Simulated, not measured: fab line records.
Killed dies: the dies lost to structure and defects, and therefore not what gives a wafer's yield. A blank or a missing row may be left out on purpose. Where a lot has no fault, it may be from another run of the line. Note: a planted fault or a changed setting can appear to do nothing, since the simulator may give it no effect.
fab line records / flow n5_finfet
record: lots: 5 wafers: 12 last_day: 18
route steps=1938 shown MOL_CONTACT_COAG@567 BEOL_M4@1111 PASSIVATION@1936
lots with no fault: from the same line, run without faults
start_h: hours from the record's opening day to when the first of the lot's shown wafers began / wait_h: time in hours since the lot's previous step / " same as the row above / L1.1+2: a single row standing in for several wafers / - no value, or no start was given / * or withheld: withheld / < > ~ a bound
route shown NAME@n: NAME is a module with steps in the file, n the number in the route of the first one / usual: the fault-free wafers' mean and standard deviation / same: alike in all rows / chamber/n: place in a boat / sites: readings site by site / _std_site: standard deviation across them / _edge_site: the outer-site mean with the inner-site mean subtracted / radius_mm: for every site, how far away it sits from the centre of the wafer / mask NAME#n: copy n / behind: the most recent tool/chamber to have shaped the wafer / hold: the reason the lot was held/the length of the hold in hours/how it ended / device: whichever transistor did not switch (one of n, p or np) / end of line: at the end of the route, the tests of the same wafers / a step given without rows: its recipe and nothing more / killed: count of dies lost to structure and defects at first sort (not the wafer's yield) / map: dies across one wafer; x = killed, . = not, _ = none there
set.NAME: the setting that was run; set.NAME@STEP: the one run at that earlier step / model.NAME: the simulator's own value behind a step, which no gauge read
lots seen at some steps along the route; tables by step, rows by wafer
services: the hour from which a tool's chamber was out of use, counted from the record's first day as start_h (under 0 if before that day), plus the number of hours and why
== steps ==
step: N5_MOL_CONTACT_COAG_COAT_78
recipe: resist: CAR-EUV spin_rpm: 1500 resist_thk_nm: 40
step: N5_MOL_CONTACT_COAG_EBR_80
recipe: solvent: PGMEA ebr_width_mm: 1.5
step: N5_MOL_CONTACT_COAG_SOFTBAKE_79
recipe: temp_c: 110 time_s: 60 resist: CAR-EUV
step: N5_MOL_CONTACT_COAG_EXPOSE_81
recipe: mask_id: VG na: 0.33 source_shape: annular sigma_inner: 0.3 sigma_outer: 0.7 polarization: unpolarized defocus_nm: 0 dose_mj: 59.5
step: N5_MOL_CONTACT_COAG_PEB_82
recipe: peb_temp_c: 100 peb_time_s: 60 resist: CAR-EUV
step: N5_MOL_CONTACT_COAG_DEVELOP_83
recipe: develop_time_s: 30 developer: TMAH resist: CAR-EUV rinse_liquid: surfactant_rinse dry: air_spin dev_temp_c: 23
step: N5_MOL_CONTACT_COAG_DESCUM_88
recipe: chemistry: O2 time_s: 7 source_power_w: 50 bias_power_w: 20 pressure_mtorr: 20 rf_frequency_hz: 2.712e+07 temp_c: 40 resist: CAR-EUV o2_flow_sccm: 225
step: N5_MOL_CONTACT_COAG_ETCH_89
recipe: chemistry: N2/H2 target: underlayer target_depth_a: 130 mask_material: CAR-EUV time_s: 10.4 ion_energy_ev: 200 pressure_mtorr: 30 source_w: 840 bias_w: 150 n2_flow_sccm: 200 h2_flow_sccm: 200 ends: cleared
step: N5_MOL_CONTACT_COAG_ETCH_90
recipe: chemistry: CF4 target: SiARC target_depth_a: 130 mask_material: CAR-EUV time_s: 21.7 ion_energy_ev: 80 pressure_mtorr: 40 source_w: 545 bias_w: 36 Ar_flow_sccm: 100 cf4_flow_sccm: 100 ends: cleared
step: N5_MOL_CONTACT_COAG_ALD_131
recipe: material: SiO2 target_thk_a: 50 temp_c: 100 ald_precursor_family: BDEAS ald_co_reactant: O2-plasma pulse_time_s: 1 co_reactant_pulse_time_s: 1 purge_time_s: 2 co_reactant_purge_time_s: 2 ald_cycles: 35 pressure_torr: 2
usual: ald_cycles: 35/0 heater_power_w: 77/6.4 precursor_pulse_height_rel: 0.999/0.021 susceptor_temp_C: 99.98/0.13
lot.wafer=L636.1 tool=ald_sin-03 chamber=2 start_h=137.58 wait_h=0.1 ald_cycles=35 heater_power_w=65 precursor_pulse_height_rel=1.026 susceptor_temp_C=99.93 model.SiO2_of_MOL_CONTACT_COAG_ALD_131.thk_nm=5
lot.wafer=L636.4 tool=ald_sin-03 chamber=0 start_h=137.58 wait_h=0.1 ald_cycles=35 heater_power_w=76 precursor_pulse_height_rel=1.004 susceptor_temp_C=100.00 model.SiO2_of_MOL_CONTACT_COAG_ALD_131.thk_nm=5
lot.wafer=L636.6 tool=ald_sin-03 chamber=3 start_h=137.58 wait_h=0.1 ald_cycles=35 heater_power_w=76 precursor_pulse_height_rel=1.023 susceptor_temp_C=99.97 model.SiO2_of_MOL_CONTACT_COAG_ALD_131.thk_nm=5
lot.wafer=L641.2 tool=ald_sin-03 chamber=3 start_h=177.95 wait_h=0.7 ald_cycles=58 heater_power_w=77 precursor_pulse_height_rel=1.013 susceptor_temp_C=100.11 model.SiO2_of_MOL_CONTACT_COAG_ALD_131.thk_nm=8.2
lot.wafer=L641.4 tool=ald_sin-03 chamber=1 start_h=177.95 wait_h=0.7 ald_cycles=58 heater_power_w=77 precursor_pulse_height_rel=0.977 susceptor_temp_C=99.78 model.SiO2_of_MOL_CONTACT_COAG_ALD_131.thk_nm=8.2
lot.wafer=L642.2 tool=ald_sin-03 chamber=2 start_h=184.46 wait_h=0.1 ald_cycles=58 heater_power_w=65 precursor_pulse_height_rel=0.979 susceptor_temp_C=100.15 model.SiO2_of_MOL_CONTACT_COAG_ALD_131.thk_nm=8.2
lot.wafer=L642.5 tool=ald_sin-03 chamber=1 start_h=184.46 wait_h=0.1 ald_cycles=35 heater_power_w=74 precursor_pulse_height_rel=0.988 susceptor_temp_C=100.09 model.SiO2_of_MOL_CONTACT_COAG_ALD_131.thk_nm=5
lot.wafer=L649.4 tool=ald_sin-03 chamber=0 start_h=219.73 wait_h=0.1 ald_cycles=58 heater_power_w=78 precursor_pulse_height_rel=0.994 susceptor_temp_C=100.07 model.SiO2_of_MOL_CONTACT_COAG_ALD_131.thk_nm=8.2
lot.wafer=L649.6 tool=ald_sin-03 chamber=2 start_h=219.73 wait_h=0.1 ald_cycles=35 heater_power_w=66 precursor_pulse_height_rel=1.003 susceptor_temp_C=99.88 model.SiO2_of_MOL_CONTACT_COAG_ALD_131.thk_nm=5
lot.wafer=L651.1 tool=ald_sin-01 chamber=1 start_h=236.94 wait_h=0.2 ald_cycles=35 heater_power_w=78 precursor_pulse_height_rel=1.003 susceptor_temp_C=99.93 model.SiO2_of_MOL_CONTACT_COAG_ALD_131.thk_nm=5
lot.wafer=L651.5 tool=ald_sin-01 chamber=3 start_h=236.94 wait_h=0.2 ald_cycles=35 heater_power_w=70 precursor_pulse_height_rel=1.002 susceptor_temp_C=100.02 model.SiO2_of_MOL_CONTACT_COAG_ALD_131.thk_nm=5
lot.wafer=L651.6 tool=ald_sin-01 chamber=2 start_h=236.94 wait_h=0.2 ald_cycles=35 heater_power_w=67 precursor_pulse_height_rel=0.986 susceptor_temp_C=100.09 model.SiO2_of_MOL_CONTACT_COAG_ALD_131.thk_nm=5
step: N5_MOL_CONTACT_COAG_ETCHBACK_132
recipe: chemistry: CHF3 target: SiO2 target_depth_a: 100 time_s: 6.7 ion_energy_ev: 200 pressure_mtorr: 30 source_w: 610 bias_w: 170 Ar_flow_sccm: 200 CHF3_flow_sccm: 50
step: N5_MOL_CONTACT_COAG_ETCH_91
recipe: chemistry: N2/H2 target: SOC target_depth_a: 600 overetch_a: 210 mask_material: SiARC temp_c: 40 time_s: 101.2 ion_energy_ev: 200 pressure_mtorr: 30 source_w: 840 bias_w: 150 n2_flow_sccm: 200 h2_flow_sccm: 200
step: N5_MOL_CONTACT_COAG_STRIP_92
recipe: chemistry: N2/H2 temp_c: 40 n2_flow_sccm: 200 h2_flow_sccm: 200 rf_frequency_hz: 6e+07
step: N5_MOL_CONTACT_COAG_STRIP_93
recipe: chemistry: N2/H2 temp_c: 40 n2_flow_sccm: 200 h2_flow_sccm: 200 rf_frequency_hz: 6e+07
step: N5_MOL_CONTACT_COAG_ETCHBACK_135
recipe: chemistry: CHF3 target: SiO2 target_depth_a: 250 time_s: 16.7 ion_energy_ev: 200 pressure_mtorr: 30 source_w: 610 bias_w: 170 Ar_flow_sccm: 200 CHF3_flow_sccm: 50
step: N5_MOL_CONTACT_COAG_STRIP_118
recipe: chemistry: CHF3 resist: SiARC rf_frequency_hz: 6e+07
step: N5_MOL_CONTACT_COAG_VIA_ETCH_46
recipe: chemistry: C4F6/O2 target_depth_a: 460 overetch_a: 92 mask_material: SOC target: SiO2 bias_w: 455 pressure_mtorr: 10 time_s: 40 source_w: 325 Ar_flow_sccm: 300 C4F6_flow_sccm: 10 O2_flow_sccm: 10 ion_energy_ev: 575.3 ends: end_point
step: N5_MOL_CONTACT_COAG_STRIP_96
recipe: chemistry: N2/H2 power_w: 500 temp_c: 40 pressure_mtorr: 50 rf_frequency_hz: 6e+07 overash_fraction: 0.3 bias_power_w: 28 h2_frac: 0.5 n2_flow_sccm: 300 h2_flow_sccm: 300
step: N5_MOL_CONTACT_COAG_ETCH_47
recipe: chemistry: CH3F/O2 target: SiNx target_depth_a: 270 mask_material: SiO2 stop_on: W over_etch_frac: 0.2 ion_energy_ev: 120 endpoint: OES-CN pressure_mtorr: 30 source_w: 395 bias_w: 73 Ar_flow_sccm: 150 CH3F_flow_sccm: 30 O2_flow_sccm: 20 ends: end_point
step: N5_MOL_CONTACT_COAG_STRIP_119
recipe: chemistry: N2/H2 time_s: 30 power_w: 1000 temp_c: 250 pressure_mtorr: withheld n2_flow_sccm: 1750 h2_flow_sccm: 3250
step: N5_MOL_CONTACT_COAG_PRECLEAN_144
recipe: chemistry: alkaline_clean temp_c: 60 time_s: 60 do_ppb: 50
step: N5_MOL_CONTACT_COAG_SRD_145
recipe: dry: ipa_marangoni time_s: 30 temp_c: 23 rinse_liquid: diw
step: N5_MOL_CONTACT_COAG_COAT_62
recipe: resist: SOC temp_c: 250 time_s: 60 spin_rpm: 1500 resist_thk_nm: 60
step: N5_MOL_CONTACT_COAG_COAT_63
recipe: resist: SiARC temp_c: 220 time_s: 60 spin_rpm: 1500 resist_thk_nm: 10
step: N5_MOL_CONTACT_COAG_COAT_64
recipe: resist: underlayer temp_c: 205 time_s: 60 spin_rpm: 1500 resist_thk_nm: 10
step: N5_MOL_CONTACT_COAG_COAT_34
recipe: resist: CAR-EUV spin_rpm: 1500 resist_thk_nm: 40
step: N5_MOL_CONTACT_COAG_EBR_36
recipe: solvent: PGMEA ebr_width_mm: 1.5
step: N5_MOL_CONTACT_COAG_SOFTBAKE_35
recipe: temp_c: 110 time_s: 60 resist: CAR-EUV
step: N5_MOL_CONTACT_COAG_EXPOSE_37
recipe: mask_id: VD na: 0.33 source_shape: annular sigma_inner: 0.3 sigma_outer: 0.7 polarization: unpolarized defocus_nm: 0 dose_mj: 62
step: N5_MOL_CONTACT_COAG_PEB_38
recipe: peb_temp_c: 100 peb_time_s: 60 resist: CAR-EUV
step: N5_MOL_CONTACT_COAG_DEVELOP_39
recipe: develop_time_s: 30 developer: TMAH resist: CAR-EUV rinse_liquid: surfactant_rinse dry: air_spin dev_temp_c: 23
step: N5_MOL_CONTACT_COAG_DESCUM_45
recipe: chemistry: O2 time_s: 7 source_power_w: 50 bias_power_w: 20 pressure_mtorr: 20 rf_frequency_hz: 2.712e+07 temp_c: 40 resist: CAR-EUV o2_flow_sccm: 225
step: N5_MOL_CONTACT_COAG_ETCH_65
recipe: chemistry: N2/H2 target: underlayer target_depth_a: 130 mask_material: CAR-EUV time_s: 10.4 ion_energy_ev: 200 pressure_mtorr: 30 source_w: 840 bias_w: 150 n2_flow_sccm: 200 h2_flow_sccm: 200 ends: cleared
step: N5_MOL_CONTACT_COAG_ETCH_66
recipe: chemistry: CF4 target: SiARC target_depth_a: 130 mask_material: CAR-EUV time_s: 21.7 ion_energy_ev: 80 pressure_mtorr: 40 source_w: 545 bias_w: 36 Ar_flow_sccm: 100 cf4_flow_sccm: 100 ends: cleared
step: N5_MOL_CONTACT_COAG_ALD_133
recipe: material: SiO2 target_thk_a: 50 temp_c: 100 ald_precursor_family: BDEAS ald_co_reactant: O2-plasma pulse_time_s: 1 co_reactant_pulse_time_s: 1 purge_time_s: 2 co_reactant_purge_time_s: 2 ald_cycles: 35 pressure_torr: 2
step: N5_BEOL_M4_RC_MEAS_101
usual: DIBL_N: 37.1/1.8 DIBL_P: 37.2/2.1 IOFF_N: 0.17/0.033 IOFF_P: 0.22/0.037 ION_N: 680/11 ION_P: 464/7.7 SS_N: 71.7/0.63 SS_P: 73.6/0.67 VT_N: 248.9/2.9 VT_P: -251/3.6
lot.wafer=L636.1 tool=prober-01 chamber=0 start_h=216.01 wait_h=0.0 DIBL_N[mV/V]=35.3 DIBL_P[mV/V]=34.7 IOFF_N[nA/um]=0.16 IOFF_P[nA/um]=0.22 ION_N[uA/um]=682 ION_P[uA/um]=468 SS_N[mV/dec]=71.4 SS_P[mV/dec]=73.0 VT_N[mV]=250.5 VT_P[mV]=-249
lot.wafer=L636.4 tool=prober-01 chamber=0 start_h=216.01 wait_h=0.0 DIBL_N[mV/V]=39.0 DIBL_P[mV/V]=38.8 IOFF_N[nA/um]=0.22 IOFF_P[nA/um]=0.30 ION_N[uA/um]=685 ION_P[uA/um]=474 SS_N[mV/dec]=72.1 SS_P[mV/dec]=73.9 VT_N[mV]=245.0 VT_P[mV]=-244
lot.wafer=L636.6 tool=prober-01 chamber=0 start_h=216.01 wait_h=0.0 DIBL_N[mV/V]=38.1 DIBL_P[mV/V]=38.2 IOFF_N[nA/um]=0.21 IOFF_P[nA/um]=0.30 ION_N[uA/um]=687 ION_P[uA/um]=480 SS_N[mV/dec]=72.9 SS_P[mV/dec]=73.6 VT_N[mV]=245.6 VT_P[mV]=-244
lot.wafer=L642.5 tool=prober-02 chamber=0 start_h=284.24 wait_h=0.6 DIBL_N[mV/V]=36.9 DIBL_P[mV/V]=36.3 IOFF_N[nA/um]=0.15 IOFF_P[nA/um]=0.20 ION_N[uA/um]=698 ION_P[uA/um]=474 SS_N[mV/dec]=71.0 SS_P[mV/dec]=72.8 VT_N[mV]=252.1 VT_P[mV]=-252
lot.wafer=L649.6 tool=prober-02 chamber=0 start_h=314.60 wait_h=0.8 DIBL_N[mV/V]=36.4 DIBL_P[mV/V]=34.0 IOFF_N[nA/um]=0.15 IOFF_P[nA/um]=0.19 ION_N[uA/um]=665 ION_P[uA/um]=461 SS_N[mV/dec]=72.2 SS_P[mV/dec]=73.7 VT_N[mV]=253.1 VT_P[mV]=-253
lot.wafer=L651.1 tool=prober-02 chamber=0 start_h=322.70 wait_h=0.0 DIBL_N[mV/V]=37.2 DIBL_P[mV/V]=35.6 IOFF_N[nA/um]=0.14 IOFF_P[nA/um]=0.18 ION_N[uA/um]=654 ION_P[uA/um]=453 SS_N[mV/dec]=72.0 SS_P[mV/dec]=73.4 VT_N[mV]=252.4 VT_P[mV]=-253
lot.wafer=L651.5 tool=prober-02 chamber=0 start_h=322.70 wait_h=0.0 DIBL_N[mV/V]=37.6 DIBL_P[mV/V]=37.6 IOFF_N[nA/um]=0.15 IOFF_P[nA/um]=0.21 ION_N[uA/um]=672 ION_P[uA/um]=462 SS_N[mV/dec]=71.8 SS_P[mV/dec]=73.4 VT_N[mV]=248.3 VT_P[mV]=-249
lot.wafer=L651.6 tool=prober-02 chamber=0 start_h=322.70 wait_h=0.0 DIBL_N[mV/V]=39.4 DIBL_P[mV/V]=38.4 IOFF_N[nA/um]=0.18 IOFF_P[nA/um]=0.22 ION_N[uA/um]=689 ION_P[uA/um]=462 SS_N[mV/dec]=72.2 SS_P[mV/dec]=73.1 VT_N[mV]=248.2 VT_P[mV]=-249
step: N5_PASSIVATION_PROBE_49
usual: defect_limited_yield: 91.7/1.5 killed_at_M0_to_M3: 32/10 killed_at_M4_up: 14/5.3 killed_at_contacts: 13/5.7 killed_at_front_end: 37/10 killed_at_other: 3.3/2.5 killed_dies: 98/18 killed_on_rim: 13/3.6 killed_open: 65/13 killed_short: 31/7.5 sort_bin_5_function: 4.9/0.91 sort_bin_6_memory: 3.1/0.71 sort_n_pass: 1082/18 sort_yield_pct: 91.7/1.5
same: gross_dies: 1180 killed_at_back_side: 0 sort_bin_4_leakage[%]: 0 sort_bin_8_speed[%]: 0
lot.wafer=L641.2 tool=prober-02 chamber=- start_h=360.53 wait_h=0.1 defect_limited_yield[%]=0 killed_at_M0_to_M3=51 killed_at_M4_up=13 killed_at_contacts=1070 killed_at_front_end=45 killed_at_other=1 killed_dies=1180 killed_on_rim=152 killed_open=86 killed_short=36 sort_bin_5_function[%]=96.1 sort_bin_6_memory[%]=3.4 sort_n_pass=0 sort_yield_pct[%]=0
lot.wafer=L641.4 tool=prober-02 chamber=- start_h=360.63 wait_h=0.2 defect_limited_yield[%]=0 killed_at_M0_to_M3=71 killed_at_M4_up=17 killed_at_contacts=1046 killed_at_front_end=44 killed_at_other=2 killed_dies=1180 killed_on_rim=152 killed_open=101 killed_short=45 sort_bin_5_function[%]=94.5 sort_bin_6_memory[%]=4.8 sort_n_pass=0 sort_yield_pct[%]=0
lot.wafer=L642.2 tool=prober-02 chamber=- start_h=377.32 wait_h=0.1 defect_limited_yield[%]=0 killed_at_M0_to_M3=27 killed_at_M4_up=7 killed_at_contacts=1111 killed_at_front_end=35 killed_at_other=0 killed_dies=1180 killed_on_rim=152 killed_open=50 killed_short=24 sort_bin_5_function[%]=97.4 sort_bin_6_memory[%]=2.2 sort_n_pass=0 sort_yield_pct[%]=0
lot.wafer=L649.4 tool=prober-02 chamber=- start_h=428.92 wait_h=0.3 defect_limited_yield[%]=0 killed_at_M0_to_M3=37 killed_at_M4_up=8 killed_at_contacts=1102 killed_at_front_end=30 killed_at_other=3 killed_dies=1180 killed_on_rim=152 killed_open=53 killed_short=27 sort_bin_5_function[%]=96.9 sort_bin_6_memory[%]=2.9 sort_n_pass=0 sort_yield_pct[%]=0
killed by level:class
L641.2 MOL_CONTACT_COAG:area_ald=1054 FIN_SAQP:geometric_particle:open=16 MOL_CONTACT_COAG:geometric_particle:open=14 BEOL_M0_SAQP:geometric_particle:short=12 BEOL_M0_SAQP:geometric_particle:open=10 FIN_SAQP:geometric_particle:short=9 STI_FIN_REVEAL:geometric_particle:open=9 BEOL_M1:geometric_particle:open=9
L641.4 MOL_CONTACT_COAG:area_ald=1034 BEOL_M0_SAQP:geometric_particle:short=21 BEOL_M0_SAQP:geometric_particle:open=18 FIN_SAQP:geometric_particle:open=16 BEOL_M1:geometric_particle:open=13 MOL_CONTACT_COAG:geometric_particle:open=10 BEOL_M2:geometric_particle:open=10 BEOL_M4:geometric_particle:open=10
L642.2 MOL_CONTACT_COAG:area_ald=1101 BEOL_M2:geometric_particle:open=9 MOL_CONTACT_COAG:geometric_particle:open=8 FIN_SAQP:geometric_particle:short=6 FIN_SAQP:geometric_particle:open=5 DUMMY_GATE:geometric_particle:open=5 DUMMY_GATE:geometric_particle:short=5 ILD0:geometric_particle:open=3
L649.4 MOL_CONTACT_COAG:area_ald=1098 BEOL_M0_SAQP:geometric_particle:open=9 BEOL_M1:geometric_particle:open=7 DUMMY_GATE:geometric_particle:open=6 GATE_CUT:geometric_particle:short=6 BEOL_M0_SAQP:geometric_particle:short=6 BEOL_M2:geometric_particle:open=5 MOL_CONTACT_COAG:geometric_particle:open=4
map L641.2 (x killed, . not)
_________________xxxxxxxxxxxx________________
______________xxxxxxxxxxxxxxxxxx_____________
___________xxxxxxxxxxxxxxxxxxxxxxxx__________
__________xxxxxxxxxxxxxxxxxxxxxxxxxx_________
________xxxxxxxxxxxxxxxxxxxxxxxxxxxxxx_______
_______xxxxxxxxxxxxxxxxxxxxxxxxxxxxxxxx______
______xxxxxxxxxxxxxxxxxxxxxxxxxxxxxxxxxx_____
_____xxxxxxxxxxxxxxxxxxxxxxxxxxxxxxxxxxxx____
____xxxxxxxxxxxxxxxxxxxxxxxxxxxxxxxxxxxxxx___
___xxxxxxxxxxxxxxxxxxxxxxxxxxxxxxxxxxxxxxxx__
___xxxxxxxxxxxxxxxxxxxxxxxxxxxxxxxxxxxxxxxx__
__xxxxxxxxxxxxxxxxxxxxxxxxxxxxxxxxxxxxxxxxxx_
__xxxxxxxxxxxxxxxxxxxxxxxxxxxxxxxxxxxxxxxxxx_
_xxxxxxxxxxxxxxxxxxxxxxxxxxxxxxxxxxxxxxxxxxxx
_xxxxxxxxxxxxxxxxxxxxxxxxxxxxxxxxxxxxxxxxxxxx
_xxxxxxxxxxxxxxxxxxxxxxxxxxxxxxxxxxxxxxxxxxxx
_xxxxxxxxxxxxxxxxxxxxxxxxxxxxxxxxxxxxxxxxxxxx
_xxxxxxxxxxxxxxxxxxxxxxxxxxxxxxxxxxxxxxxxxxxx
_xxxxxxxxxxxxxxxxxxxxxxxxxxxxxxxxxxxxxxxxxxxx
_xxxxxxxxxxxxxxxxxxxxxxxxxxxxxxxxxxxxxxxxxxxx
_xxxxxxxxxxxxxxxxxxxxxxxxxxxxxxxxxxxxxxxxxxxx
__xxxxxxxxxxxxxxxxxxxxxxxxxxxxxxxxxxxxxxxxxx_
__xxxxxxxxxxxxxxxxxxxxxxxxxxxxxxxxxxxxxxxxxx_
___xxxxxxxxxxxxxxxxxxxxxxxxxxxxxxxxxxxxxxxx__
___xxxxxxxxxxxxxxxxxxxxxxxxxxxxxxxxxxxxxxxx__
____xxxxxxxxxxxxxxxxxxxxxxxxxxxxxxxxxxxxxx___
_____xxxxxxxxxxxxxxxxxxxxxxxxxxxxxxxxxxxx____
______xxxxxxxxxxxxxxxxxxxxxxxxxxxxxxxxxx_____
_______xxxxxxxxxxxxxxxxxxxxxxxxxxxxxxxx______
________xxxxxxxxxxxxxxxxxxxxxxxxxxxxxx_______
__________xxxxxxxxxxxxxxxxxxxxxxxxxx_________
___________xxxxxxxxxxxxxxxxxxxxxxxx__________
______________xxxxxxxxxxxxxxxxxx_____________
_________________xxxxxxxxxxxx________________
map L642.2 (x killed, . not)
_________________xxxxxxxxxxxx________________
______________xxxxxxxxxxxxxxxxxx_____________
___________xxxxxxxxxxxxxxxxxxxxxxxx__________
__________xxxxxxxxxxxxxxxxxxxxxxxxxx_________
________xxxxxxxxxxxxxxxxxxxxxxxxxxxxxx_______
_______xxxxxxxxxxxxxxxxxxxxxxxxxxxxxxxx______
______xxxxxxxxxxxxxxxxxxxxxxxxxxxxxxxxxx_____
_____xxxxxxxxxxxxxxxxxxxxxxxxxxxxxxxxxxxx____
____xxxxxxxxxxxxxxxxxxxxxxxxxxxxxxxxxxxxxx___
___xxxxxxxxxxxxxxxxxxxxxxxxxxxxxxxxxxxxxxxx__
___xxxxxxxxxxxxxxxxxxxxxxxxxxxxxxxxxxxxxxxx__
__xxxxxxxxxxxxxxxxxxxxxxxxxxxxxxxxxxxxxxxxxx_
__xxxxxxxxxxxxxxxxxxxxxxxxxxxxxxxxxxxxxxxxxx_
_xxxxxxxxxxxxxxxxxxxxxxxxxxxxxxxxxxxxxxxxxxxx
_xxxxxxxxxxxxxxxxxxxxxxxxxxxxxxxxxxxxxxxxxxxx
_xxxxxxxxxxxxxxxxxxxxxxxxxxxxxxxxxxxxxxxxxxxx
_xxxxxxxxxxxxxxxxxxxxxxxxxxxxxxxxxxxxxxxxxxxx
_xxxxxxxxxxxxxxxxxxxxxxxxxxxxxxxxxxxxxxxxxxxx
_xxxxxxxxxxxxxxxxxxxxxxxxxxxxxxxxxxxxxxxxxxxx
_xxxxxxxxxxxxxxxxxxxxxxxxxxxxxxxxxxxxxxxxxxxx
_xxxxxxxxxxxxxxxxxxxxxxxxxxxxxxxxxxxxxxxxxxxx
__xxxxxxxxxxxxxxxxxxxxxxxxxxxxxxxxxxxxxxxxxx_
__xxxxxxxxxxxxxxxxxxxxxxxxxxxxxxxxxxxxxxxxxx_
___xxxxxxxxxxxxxxxxxxxxxxxxxxxxxxxxxxxxxxxx__
___xxxxxxxxxxxxxxxxxxxxxxxxxxxxxxxxxxxxxxxx__
____xxxxxxxxxxxxxxxxxxxxxxxxxxxxxxxxxxxxxx___
_____xxxxxxxxxxxxxxxxxxxxxxxxxxxxxxxxxxxx____
______xxxxxxxxxxxxxxxxxxxxxxxxxxxxxxxxxx_____
_______xxxxxxxxxxxxxxxxxxxxxxxxxxxxxxxx______
________xxxxxxxxxxxxxxxxxxxxxxxxxxxxxx_______
__________xxxxxxxxxxxxxxxxxxxxxxxxxx_________
___________xxxxxxxxxxxxxxxxxxxxxxxx__________
______________xxxxxxxxxxxxxxxxxx_____________
_________________xxxxxxxxxxxx________________
== services ==
tool=ald_sin-01 chamber=- start_h=178.19 hours=14.0 kind=pm
tool=ald_sin-01 chamber=0 start_h=178.19 hours=14.0 kind=vent_cycle
tool=ald_sin-01 chamber=1 start_h=178.19 hours=14.0 kind=vent_cycle
tool=ald_sin-01 chamber=2 start_h=178.19 hours=14.0 kind=vent_cycle
tool=ald_sin-01 chamber=3 start_h=178.19 hours=14.0 kind=vent_cycle
tool=ald_sin-01 chamber=0 start_h=192.19 hours=- kind=clean
tool=ald_sin-01 chamber=1 start_h=192.19 hours=- kind=clean
tool=ald_sin-01 chamber=2 start_h=192.19 hours=- kind=clean
tool=ald_sin-01 chamber=3 start_h=192.19 hours=- kind=clean
tool=ald_sin-03 chamber=- start_h=202.41 hours=6.0 kind=pm
tool=ald_sin-03 chamber=- start_h=213.12 hours=1.4 kind=repair
== key ==
first_sign: step: N5_MOL_CONTACT_COAG_ALD_131 reading: ald_cycles direction: up sigmas: 99+ usual: * struck: *
effect: step: N5_PASSIVATION_PROBE_49 reading: killed_at_contacts direction: up sigmas: 99+ usual: 13 struck: 1082
model_effect: step: N5_MOL_CONTACT_COAG_ALD_131 value: SiO2_of_MOL_CONTACT_COAG_ALD_131.thk_nm without: 5 struck: 8.2
more_kills_born_at: N5_MOL_CONTACT_COAG_ALD_131@ald_sin-03: 4287
met_at N5_MOL_CONTACT_COAG_ALD_131
struck_wafers L641.2,L641.4,L642.2,L649.4
later_rows_left_out L641.2,L641.4,L642.2,L649.4
onset_between 137.58 177.95
fault: kind: process_parameter_drift tool: ald_sin-03 chamber: - onset_h: 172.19 steps: N5_MOL_CONTACT_COAG_ALD_131 channel: ald_cycles offset: * shape: step end_h: 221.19 scope: struck_wafers_only acts_in: * stated: *
later_rows_left_out: the simulator's readings of these wafers behind a module that went badly wrong aren't trusted and aren't shown, but for the sort
